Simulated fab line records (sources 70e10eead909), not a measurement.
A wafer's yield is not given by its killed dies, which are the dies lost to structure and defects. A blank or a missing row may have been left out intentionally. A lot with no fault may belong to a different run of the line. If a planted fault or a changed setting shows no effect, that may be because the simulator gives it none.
Which tool is to blame? ; flow nand-harc ; 12 lots, 36 wafers sampled, at 1 step of a route of 1302

== WHAT EACH GAUGE READ, for each wafer ==
NHARC_P_CONTACT_INSPECT_27.
lot;measured;on;raw-defect-count
L076;day 6 16:34;defect-inspect-02;271 353 246
L077;day 7 06:58;defect-inspect-02;159 358 244
L079;day 8 01:50;defect-inspect-01;276 184 299
L080;day 8 18:36;defect-inspect-02;122 129 100
L083;day 9 17:08;defect-inspect-02;241 134 123
L085;day 10 12:27;defect-inspect-01;183 211 232
L088;day 12 05:37;defect-inspect-02;216 119 221
L089;day 12 15:03;defect-inspect-01;184 427 311
L091;day 13 08:58;defect-inspect-02;215 254 171
L093;day 13 23:41;defect-inspect-02;225 289 471
L095;day 14 22:14;defect-inspect-02;212 251 503
L097;day 15 14:01;defect-inspect-01;191 293 141

== EACH LOT AND THE TOOL THAT RAN IT (in order: tool; ch and the chambers of the sampled wafers; start) ==
No process step before these readings appears in the record.

== THE ANSWER, worked out from the rows above alone ==
Rule: what is usual is taken from the lots themselves. Put in order of their means at a reading, lots are off if they are a third of the lots or fewer, leave a main group of 4 or more, and stand apart from it by a gap of 3 or more times the standard deviation of the main group's means; of several such gaps the widest counts. The tables above print the reading to a certain number of digits; a main group whose means all agree to those digits is not used. Also off: a lot with no number at a reading for which 4 or more lots have one. All remaining lots with rows at the step are treated as sound.
Nothing can be told from this: no lot is off at any reading shown.

== WHAT THE SIMULATOR HAD INSERTED ==
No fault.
